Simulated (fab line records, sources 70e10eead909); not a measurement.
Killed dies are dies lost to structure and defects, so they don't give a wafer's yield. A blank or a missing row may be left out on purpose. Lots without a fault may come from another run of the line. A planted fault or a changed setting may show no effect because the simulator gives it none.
Chamber matching | flow nand_harc | NHARC_A_STAIRCASE_DESCUM_252 on rie_diel-10: 4 sister chambers
The step chemistry O2, time 3 s. 14 wafers are shown with their chamber, then 7 later ones without.

WAFERS WITH THEIR CHAMBER
wafer  | chamber | showerhead_plenum_p_Torr (Torr) | drypump_motor_current_A (A) | rf_vpp_V (V)
L082.2 | 0       | 2.03                            | 6.3                         | 59.0
L082.3 | 3       | 1.96                            | 6.0                         | 57.7
L082.5 | 1       | 1.76                            | 6.3                         | 57.1
L081.2 | 0       | 2.03                            | 6.2                         | 57.5
L081.3 | 1       | 1.76                            | 6.3                         | 56.9
L081.5 | 0       | 2.03                            | 6.3                         | 58.3
L088.1 | 0       | 2.02                            | 6.2                         | 59.2
L088.2 | 2       | 1.85                            | 5.5                         | 57.5
L088.4 | 1       | 1.76                            | 6.3                         | 56.2
L087.3 | 1       | 1.76                            | 6.3                         | 57.3
L087.4 | 2       | 1.85                            | 5.6                         | 56.3
L087.5 | 0       | 2.02                            | 6.3                         | 58.7
L090.2 | 3       | 1.96                            | 6.0                         | 57.7
L090.3 | 0       | 2.02                            | 6.3                         | 58.8

SIGNATURES (means of the wafers above)
reading                  | chamber 0 | chamber 1 | chamber 2 | chamber 3 | scatter within a chamber
showerhead_plenum_p_Torr | 2.0250    | 1.7600    | 1.8500    | 1.9600    | 0.00387
drypump_motor_current_A  | 6.267     | 6.300     | 5.550     | 6.000     | 0.0428
rf_vpp_V                 | 58.583    | 56.875    | 56.900    | 57.700    | 0.572
Rule: a wafer's distance from a chamber is the root of the sum, over the readings, of the square of ((its reading less the chamber's mean) divided by the reading's scatter). The wafer belongs to the nearest chamber; if the next one is less than 2 further off, it can't be placed. The scatter: the root of (the sum of the squares of (reading less its chamber's mean) over the shown wafers, divided by (wafers less chambers)).

WAFERS WITHOUT THEIR CHAMBER
wafer  | showerhead_plenum_p_Torr (Torr) | drypump_motor_current_A (A) | rf_vpp_V (V)
L090.4 | 1.96                            | 6.0                         | 57.4
L089.1 | 2.02                            | 6.3                         | 58.6
L089.2 | 1.96                            | 6.0                         | 59.4
L089.5 | 1.96                            | 6.0                         | 58.8
L096.1 | 2.02                            | 6.3                         | 57.5
L096.3 | 1.95                            | 6.0                         | 58.9
L096.4 | 2.07                            | 6.3                         | 58.5

WHICH CHAMBER EACH WENT THROUGH
wafer  | from the rows above | in truth
L090.4 | 3                   | 3
L089.1 | 0                   | 0
L089.2 | 3                   | 3
L089.5 | 3                   | 3
L096.1 | 0                   | 0
L096.3 | 3                   | 3
L096.4 | 0                   | 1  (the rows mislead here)
Placed correctly: 6 of 7. Can't be placed from these rows: 0. Placed wrongly: 1.
